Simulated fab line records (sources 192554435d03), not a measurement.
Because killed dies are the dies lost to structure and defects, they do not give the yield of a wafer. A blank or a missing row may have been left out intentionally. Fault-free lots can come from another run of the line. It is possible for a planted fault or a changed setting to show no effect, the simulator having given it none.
Split-lot study || flow n5Finfet || 39 wafers read from 7 lots, route of 1938 steps

== THE SPLIT ==
At N5_SD_EPI_N_EPI_21 (deposits Si:P, time 690 s), the setting epiGrowthTimeS was moved away from the recipe's 690 s on 9 of the 39 wafers read, by -39.8% to +38.0%. All remaining wafers had this setting at the recipe value.

== FROM THE SPLIT TO THE READING: what the file shows between them, 5 steps ==
- N5_SD_EPI_N_EPI_MEAS_23
- N5_SD_EPI_N_PRECLEAN_24: cleans in O3/DIW, time 60 s
- N5_SD_EPI_N_SRD_25: time 30 s
- N5_SD_ACTIVATION_RTA_00: time 0 s
- N5_SD_ACTIVATION_LSA_01: time 0.0008 s

== THE READING ==
RS_SD_N, in ohm/sq, at N5_SD_ACTIVATION_RS_MEAS_03 (measures by four-point-probe). A value of 21.96 ohm/sq with a standard deviation of 0.26 ohm/sq is what fault-free wafers of this fab line usually give.

{"wafer": "L079.2", "tool, chamber at the split": "epiRpcvd-01, 0", "epiGrowthTimeS as run, s": 690, "against the recipe": "recipe", "RS_SD_N, ohm/sq": 21.51, "against lot-mates on the recipe": "-"}
{"wafer": "L079.3", "tool, chamber at the split": "epiRpcvd-01, 0", "epiGrowthTimeS as run, s": 690, "against the recipe": "recipe", "RS_SD_N, ohm/sq": 21.60, "against lot-mates on the recipe": "-"}
{"wafer": "L079.5", "tool, chamber at the split": "epiRpcvd-01, 0", "epiGrowthTimeS as run, s": 690, "against the recipe": "recipe", "RS_SD_N, ohm/sq": 21.85, "against lot-mates on the recipe": "-"}
{"wafer": "L083.1", "tool, chamber at the split": "epiRpcvd-01, 0", "epiGrowthTimeS as run, s": 912.2, "against the recipe": "+32.2%", "RS_SD_N, ohm/sq": 18.00, "against lot-mates on the recipe": -3.95}
{"wafer": "L083.2", "tool, chamber at the split": "epiRpcvd-01, 0", "epiGrowthTimeS as run, s": 690, "against the recipe": "recipe", "RS_SD_N, ohm/sq": 21.95, "against lot-mates on the recipe": "-"}
{"wafer": "L083.3", "tool, chamber at the split": "epiRpcvd-01, 0", "epiGrowthTimeS as run, s": 690, "against the recipe": "recipe", "RS_SD_N, ohm/sq": 21.75, "against lot-mates on the recipe": "-"}
{"wafer": "L083.4", "tool, chamber at the split": "epiRpcvd-01, 0", "epiGrowthTimeS as run, s": 690, "against the recipe": "recipe", "RS_SD_N, ohm/sq": 22.15, "against lot-mates on the recipe": "-"}
{"wafer": "L083.5", "tool, chamber at the split": "epiRpcvd-01, 0", "epiGrowthTimeS as run, s": 912.2, "against the recipe": "+32.2%", "RS_SD_N, ohm/sq": 18.14, "against lot-mates on the recipe": -3.81}
{"wafer": "L083.6", "tool, chamber at the split": "epiRpcvd-01, 0", "epiGrowthTimeS as run, s": 912.2, "against the recipe": "+32.2%", "RS_SD_N, ohm/sq": 17.99, "against lot-mates on the recipe": -3.96}
{"wafer": "L084.1", "tool, chamber at the split": "epiRpcvd-04, 0", "epiGrowthTimeS as run, s": 415.1, "against the recipe": "-39.8%", "RS_SD_N, ohm/sq": 33.92, "against lot-mates on the recipe": "+11.89"}
{"wafer": "L084.2", "tool, chamber at the split": "epiRpcvd-04, 0", "epiGrowthTimeS as run, s": 415.1, "against the recipe": "-39.8%", "RS_SD_N, ohm/sq": 33.96, "against lot-mates on the recipe": "+11.93"}
{"wafer": "L084.3", "tool, chamber at the split": "epiRpcvd-04, 0", "epiGrowthTimeS as run, s": 690, "against the recipe": "recipe", "RS_SD_N, ohm/sq": 22.27, "against lot-mates on the recipe": "-"}
{"wafer": "L084.4", "tool, chamber at the split": "epiRpcvd-04, 0", "epiGrowthTimeS as run, s": 415.1, "against the recipe": "-39.8%", "RS_SD_N, ohm/sq": 34.21, "against lot-mates on the recipe": "+12.18"}
{"wafer": "L084.5", "tool, chamber at the split": "epiRpcvd-04, 0", "epiGrowthTimeS as run, s": 690, "against the recipe": "recipe", "RS_SD_N, ohm/sq": 21.80, "against lot-mates on the recipe": "-"}
{"wafer": "L084.6", "tool, chamber at the split": "epiRpcvd-04, 0", "epiGrowthTimeS as run, s": 690, "against the recipe": "recipe", "RS_SD_N, ohm/sq": 22.02, "against lot-mates on the recipe": "-"}
{"wafer": "L085.1", "tool, chamber at the split": "epiRpcvd-04, 0", "epiGrowthTimeS as run, s": 690, "against the recipe": "recipe", "RS_SD_N, ohm/sq": 22.04, "against lot-mates on the recipe": "-"}
{"wafer": "L085.2", "tool, chamber at the split": "epiRpcvd-04, 0", "epiGrowthTimeS as run, s": 690, "against the recipe": "recipe", "RS_SD_N, ohm/sq": 22.19, "against lot-mates on the recipe": "-"}
{"wafer": "L085.3", "tool, chamber at the split": "epiRpcvd-04, 0", "epiGrowthTimeS as run, s": 690, "against the recipe": "recipe", "RS_SD_N, ohm/sq": 21.95, "against lot-mates on the recipe": "-"}
{"wafer": "L085.4", "tool, chamber at the split": "epiRpcvd-04, 0", "epiGrowthTimeS as run, s": 690, "against the recipe": "recipe", "RS_SD_N, ohm/sq": 22.15, "against lot-mates on the recipe": "-"}
{"wafer": "L085.5", "tool, chamber at the split": "epiRpcvd-04, 0", "epiGrowthTimeS as run, s": 690, "against the recipe": "recipe", "RS_SD_N, ohm/sq": 22.30, "against lot-mates on the recipe": "-"}
{"wafer": "L085.6", "tool, chamber at the split": "epiRpcvd-04, 0", "epiGrowthTimeS as run, s": 690, "against the recipe": "recipe", "RS_SD_N, ohm/sq": 21.85, "against lot-mates on the recipe": "-"}
{"wafer": "L087.1", "tool, chamber at the split": "epiRpcvd-04, 0", "epiGrowthTimeS as run, s": 690, "against the recipe": "recipe", "RS_SD_N, ohm/sq": 22.01, "against lot-mates on the recipe": "-"}
{"wafer": "L087.2", "tool, chamber at the split": "epiRpcvd-04, 0", "epiGrowthTimeS as run, s": 690, "against the recipe": "recipe", "RS_SD_N, ohm/sq": 22.08, "against lot-mates on the recipe": "-"}
{"wafer": "L087.3", "tool, chamber at the split": "epiRpcvd-04, 0", "epiGrowthTimeS as run, s": 690, "against the recipe": "recipe", "RS_SD_N, ohm/sq": 21.93, "against lot-mates on the recipe": "-"}
{"wafer": "L087.4", "tool, chamber at the split": "epiRpcvd-04, 0", "epiGrowthTimeS as run, s": 690, "against the recipe": "recipe", "RS_SD_N, ohm/sq": 22.17, "against lot-mates on the recipe": "-"}
{"wafer": "L087.5", "tool, chamber at the split": "epiRpcvd-04, 0", "epiGrowthTimeS as run, s": 690, "against the recipe": "recipe", "RS_SD_N, ohm/sq": 21.91, "against lot-mates on the recipe": "-"}
{"wafer": "L087.6", "tool, chamber at the split": "epiRpcvd-04, 0", "epiGrowthTimeS as run, s": 690, "against the recipe": "recipe", "RS_SD_N, ohm/sq": 21.98, "against lot-mates on the recipe": "-"}
{"wafer": "L088.1", "tool, chamber at the split": "epiRpcvd-01, 0", "epiGrowthTimeS as run, s": 952, "against the recipe": "+38.0%", "RS_SD_N, ohm/sq": 17.35, "against lot-mates on the recipe": -4.98}
{"wafer": "L088.2", "tool, chamber at the split": "epiRpcvd-01, 0", "epiGrowthTimeS as run, s": 952, "against the recipe": "+38.0%", "RS_SD_N, ohm/sq": 17.74, "against lot-mates on the recipe": -4.59}
{"wafer": "L088.3", "tool, chamber at the split": "epiRpcvd-01, 0", "epiGrowthTimeS as run, s": 690, "against the recipe": "recipe", "RS_SD_N, ohm/sq": 22.28, "against lot-mates on the recipe": "-"}
{"wafer": "L088.4", "tool, chamber at the split": "epiRpcvd-01, 0", "epiGrowthTimeS as run, s": 690, "against the recipe": "recipe", "RS_SD_N, ohm/sq": 22.50, "against lot-mates on the recipe": "-"}
{"wafer": "L088.5", "tool, chamber at the split": "epiRpcvd-01, 0", "epiGrowthTimeS as run, s": 690, "against the recipe": "recipe", "RS_SD_N, ohm/sq": 22.22, "against lot-mates on the recipe": "-"}
{"wafer": "L088.6", "tool, chamber at the split": "epiRpcvd-01, 0", "epiGrowthTimeS as run, s": 952, "against the recipe": "+38.0%", "RS_SD_N, ohm/sq": 17.56, "against lot-mates on the recipe": -4.77}
{"wafer": "L092.1", "tool, chamber at the split": "epiRpcvd-01, 0", "epiGrowthTimeS as run, s": 690, "against the recipe": "recipe", "RS_SD_N, ohm/sq": 21.90, "against lot-mates on the recipe": "-"}
{"wafer": "L092.2", "tool, chamber at the split": "epiRpcvd-01, 0", "epiGrowthTimeS as run, s": 690, "against the recipe": "recipe", "RS_SD_N, ohm/sq": 21.89, "against lot-mates on the recipe": "-"}
{"wafer": "L092.3", "tool, chamber at the split": "epiRpcvd-01, 0", "epiGrowthTimeS as run, s": 690, "against the recipe": "recipe", "RS_SD_N, ohm/sq": 21.83, "against lot-mates on the recipe": "-"}
{"wafer": "L092.4", "tool, chamber at the split": "epiRpcvd-01, 0", "epiGrowthTimeS as run, s": 690, "against the recipe": "recipe", "RS_SD_N, ohm/sq": 21.86, "against lot-mates on the recipe": "-"}
{"wafer": "L092.5", "tool, chamber at the split": "epiRpcvd-01, 0", "epiGrowthTimeS as run, s": 690, "against the recipe": "recipe", "RS_SD_N, ohm/sq": 21.75, "against lot-mates on the recipe": "-"}
{"wafer": "L092.6", "tool, chamber at the split": "epiRpcvd-01, 0", "epiGrowthTimeS as run, s": 690, "against the recipe": "recipe", "RS_SD_N, ohm/sq": 22.09, "against lot-mates on the recipe": "-"}

THE FIT
A straight line over all 39 wafers: RS_SD_N changes by -0.196 ohm/sq for each +1% of epiGrowthTimeS; r = -0.93; the points scatter about the line by 1.4 ohm/sq.
The same after taking each lot's own level away (the mean of its wafers on the recipe; 39 wafers): -0.199 ohm/sq for each +1%; r = -0.93; scatter 1.4 ohm/sq.
That fit puts the effect of the largest move of epiGrowthTimeS on the reading at 7.9 ohm/sq.
Measured against the standard deviation above, the lots' own levels, which go from 21.653 to 22.333 ohm/sq, span 2.6 times it.
The two slopes agree, so the slope changes little with the lot-to-lot level.
Check: with one of the wafers moved furthest among these (-39.8%) left out of the fit, the line predicts +7.94 ohm/sq for it against its lot-mates. It came out at +11.9 ohm/sq against them.

== THESE WAFERS: OTHER SPLITS ==
Note: prior to the reading, these wafers also went through further splits. Each is held against what the fit with the lots' levels taken away leaves over:
{"other split on the same wafers": "N5_ZERO_LAYER_PECVD_02 timeS", "wafers away from the commonest value": 12, "r with RS_SD_N (lot level and that fit taken away)": -0.02}

== THE WHOLE CHAIN: every reading that the file lists as answering this split, in the file's order ==
{"step": "N5_SD_EPI_N_EPI_21", "what it does": "deposits Si:P, time 690 s", "reading": "Si-P_of_SD_EPI_N_EPI_21.thkNm (the simulator's own value, which no gauge read)", "change (the file's fit)": "+0.452 nm for each +1% of the setting", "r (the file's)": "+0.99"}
{"step": "N5_SD_EPI_N_EPI_MEAS_23", "what it does": "", "reading": "thkNm", "change (the file's fit)": "withheld for each +1% of the setting", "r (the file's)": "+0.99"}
{"step": "N5_SD_ACTIVATION_RS_MEAS_03", "what it does": "measures by four-point-probe", "reading": "RS_SD_N", "change (the file's fit)": "-0.193 for each +1% of the setting", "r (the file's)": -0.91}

== FILE'S OWN FIT ==
RS_SD_N changes by -0.193 ohm/sq for each +1% of epiGrowthTimeS, r = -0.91.
